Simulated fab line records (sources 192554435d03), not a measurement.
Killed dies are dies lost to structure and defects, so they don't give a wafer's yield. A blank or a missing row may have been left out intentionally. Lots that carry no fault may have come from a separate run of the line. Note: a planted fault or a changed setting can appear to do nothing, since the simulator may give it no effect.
Chamber matching || flow n5Finfet || 4 sister chambers for N5_GATE_CUT_ETCH_19 on rieDiel-03
The step etches SiNx in CH3F/O2, target depth 53.7 nm, time 76.7 s. 8 wafers are shown with their chamber, then 7 later ones without.

WAFERS PAIRED WITH THEIR CHAMBERS
{"wafer": "L076.4", "chamber": 2, "oes_ar_750_au (a.u.)": 0.70, "showerheadPlenumPTorr (Torr)": 2.08}
{"wafer": "L076.5", "chamber": 2, "oes_ar_750_au (a.u.)": 0.70, "showerheadPlenumPTorr (Torr)": 2.08}
{"wafer": "L088.6", "chamber": 0, "oes_ar_750_au (a.u.)": 0.97, "showerheadPlenumPTorr (Torr)": 1.97}
{"wafer": "L089.1", "chamber": 1, "oes_ar_750_au (a.u.)": 0.76, "showerheadPlenumPTorr (Torr)": 2.00}
{"wafer": "L089.3", "chamber": 3, "oes_ar_750_au (a.u.)": 0.75, "showerheadPlenumPTorr (Torr)": 2.11}
{"wafer": "L089.6", "chamber": 0, "oes_ar_750_au (a.u.)": 0.97, "showerheadPlenumPTorr (Torr)": 1.97}
{"wafer": "L092.2", "chamber": 3, "oes_ar_750_au (a.u.)": 0.74, "showerheadPlenumPTorr (Torr)": 2.11}
{"wafer": "L092.3", "chamber": 1, "oes_ar_750_au (a.u.)": 0.75, "showerheadPlenumPTorr (Torr)": 1.99}

WAFERS WHOSE CHAMBER IS MISSING
{"wafer": "L092.5", "oes_ar_750_au (a.u.)": 0.94, "showerheadPlenumPTorr (Torr)": 1.96}
{"wafer": "L094.2", "oes_ar_750_au (a.u.)": 0.74, "showerheadPlenumPTorr (Torr)": 2.11}
{"wafer": "L094.4", "oes_ar_750_au (a.u.)": 0.96, "showerheadPlenumPTorr (Torr)": 2.07}
{"wafer": "L094.5", "oes_ar_750_au (a.u.)": 0.97, "showerheadPlenumPTorr (Torr)": 2.07}
{"wafer": "L096.3", "oes_ar_750_au (a.u.)": 0.74, "showerheadPlenumPTorr (Torr)": 1.99}
{"wafer": "L096.5", "oes_ar_750_au (a.u.)": 0.95, "showerheadPlenumPTorr (Torr)": 2.06}
{"wafer": "L096.6", "oes_ar_750_au (a.u.)": 0.74, "showerheadPlenumPTorr (Torr)": 1.99}

WHICH CHAMBER EACH ONE RAN IN
{"wafer": "L092.5", "from the rows above": 0, "in truth": 0}
{"wafer": "L094.2", "from the rows above": 3, "in truth": 3}
{"wafer": "L094.4", "from the rows above": 0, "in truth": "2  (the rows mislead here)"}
{"wafer": "L094.5", "from the rows above": 0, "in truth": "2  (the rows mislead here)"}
{"wafer": "L096.3", "from the rows above": 1, "in truth": 1}
{"wafer": "L096.5", "from the rows above": 0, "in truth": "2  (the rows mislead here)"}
{"wafer": "L096.6", "from the rows above": 1, "in truth": 1}
4 of 7 placed correctly. Left unplaced by these rows: 0. 3 placed wrongly.
How it was worked out, from the rows above alone: a wafer's distance from a chamber is the root of the sum, over the readings, of the square of ((its reading less the chamber's mean) divided by the reading's scatter). The wafer belongs to the nearest chamber; if the next one is less than 2 further off, it can't be placed. Each chamber's mean is taken over the wafers shown for it. The scatter: take each reading less its chamber's mean, square it, sum over the shown wafers, divide by the number of wafers less the number of chambers, and take the root.
